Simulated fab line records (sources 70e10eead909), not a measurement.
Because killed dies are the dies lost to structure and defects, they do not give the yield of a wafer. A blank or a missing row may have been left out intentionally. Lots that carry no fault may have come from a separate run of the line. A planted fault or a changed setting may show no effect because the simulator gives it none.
Matching of chambers / flow nand_harc / NHARC_A_STAIRCASE_DESCUM_443 on rie_diel-04: 4 sister chambers
The step chemistry O2, time 3 s. 14 wafers are shown with their chamber, then 7 later ones without.

== WAFERS, EACH WITH ITS CHAMBER ==
wafer=L074.1; chamber=1; drypump_motor_current_A (A)=5.0; showerhead_plenum_p_Torr (Torr)=1.89; throttle_valve_pct (%)=11.313
wafer=L074.4; chamber=1; drypump_motor_current_A (A)=5.0; showerhead_plenum_p_Torr (Torr)=1.90; throttle_valve_pct (%)=11.313
wafer=L074.5; chamber=2; drypump_motor_current_A (A)=5.4; showerhead_plenum_p_Torr (Torr)=1.90; throttle_valve_pct (%)=11.329
wafer=L081.1; chamber=0; drypump_motor_current_A (A)=5.9; showerhead_plenum_p_Torr (Torr)=1.95; throttle_valve_pct (%)=11.308
wafer=L081.4; chamber=1; drypump_motor_current_A (A)=5.0; showerhead_plenum_p_Torr (Torr)=1.89; throttle_valve_pct (%)=11.301
wafer=L081.6; chamber=1; drypump_motor_current_A (A)=5.0; showerhead_plenum_p_Torr (Torr)=1.89; throttle_valve_pct (%)=11.288
wafer=L086.1; chamber=1; drypump_motor_current_A (A)=5.0; showerhead_plenum_p_Torr (Torr)=1.89; throttle_valve_pct (%)=11.305
wafer=L086.2; chamber=0; drypump_motor_current_A (A)=5.9; showerhead_plenum_p_Torr (Torr)=1.95; throttle_valve_pct (%)=11.317
wafer=L086.4; chamber=3; drypump_motor_current_A (A)=6.7; showerhead_plenum_p_Torr (Torr)=1.82; throttle_valve_pct (%)=11.311
wafer=L085.1; chamber=0; drypump_motor_current_A (A)=5.9; showerhead_plenum_p_Torr (Torr)=1.95; throttle_valve_pct (%)=11.312
wafer=L085.3; chamber=2; drypump_motor_current_A (A)=5.4; showerhead_plenum_p_Torr (Torr)=1.89; throttle_valve_pct (%)=11.318
wafer=L085.6; chamber=1; drypump_motor_current_A (A)=5.0; showerhead_plenum_p_Torr (Torr)=1.89; throttle_valve_pct (%)=11.303
wafer=L090.1; chamber=3; drypump_motor_current_A (A)=6.7; showerhead_plenum_p_Torr (Torr)=1.82; throttle_valve_pct (%)=11.308
wafer=L090.3; chamber=0; drypump_motor_current_A (A)=6.0; showerhead_plenum_p_Torr (Torr)=1.95; throttle_valve_pct (%)=11.302

SIGNATURES (means of the wafers above)
reading=drypump_motor_current_A; chamber 0=5.925; chamber 1=5.000; chamber 2=5.400; chamber 3=6.700; scatter within a chamber=0.0274
reading=showerhead_plenum_p_Torr; chamber 0=1.9500; chamber 1=1.8917; chamber 2=1.8950; chamber 3=1.8200; scatter within a chamber=0.00365
reading=throttle_valve_pct; chamber 0=11.30975; chamber 1=11.30383; chamber 2=11.32350; chamber 3=11.30950; scatter within a chamber=0.00784
Rule: distance of a wafer from a chamber = root of the sum over the readings of ((wafer's reading minus chamber's mean) / reading's scatter) squared. The wafer belongs to the nearest chamber; if the next one is less than 2 further off, it can't be placed. The scatter is the square root of a quotient: the sum, over the shown wafers, of each reading's squared deviation from its chamber's mean, divided by wafers minus chambers.

== WAFERS WHOSE CHAMBER IS MISSING ==
wafer=L090.6; drypump_motor_current_A (A)=6.7; showerhead_plenum_p_Torr (Torr)=1.82; throttle_valve_pct (%)=11.304
wafer=L093.2; drypump_motor_current_A (A)=5.9; showerhead_plenum_p_Torr (Torr)=1.94; throttle_valve_pct (%)=11.318
wafer=L093.3; drypump_motor_current_A (A)=5.0; showerhead_plenum_p_Torr (Torr)=1.88; throttle_valve_pct (%)=11.323
wafer=L093.4; drypump_motor_current_A (A)=5.4; showerhead_plenum_p_Torr (Torr)=1.88; throttle_valve_pct (%)=11.302
wafer=L096.3; drypump_motor_current_A (A)=5.0; showerhead_plenum_p_Torr (Torr)=1.88; throttle_valve_pct (%)=11.299
wafer=L096.4; drypump_motor_current_A (A)=5.4; showerhead_plenum_p_Torr (Torr)=1.88; throttle_valve_pct (%)=11.319
wafer=L096.5; drypump_motor_current_A (A)=6.7; showerhead_plenum_p_Torr (Torr)=1.81; throttle_valve_pct (%)=11.301

== WHICH CHAMBER EACH WENT THROUGH ==
wafer=L090.6; from the rows above=3; in truth=3
wafer=L093.2; from the rows above=0; in truth=0
wafer=L093.3; from the rows above=1; in truth=1
wafer=L093.4; from the rows above=2; in truth=2
wafer=L096.3; from the rows above=1; in truth=1
wafer=L096.4; from the rows above=2; in truth=2
wafer=L096.5; from the rows above=3; in truth=3
Correctly placed: 7 of 7. Left unplaced by these rows: 0. Number placed wrongly: 0.
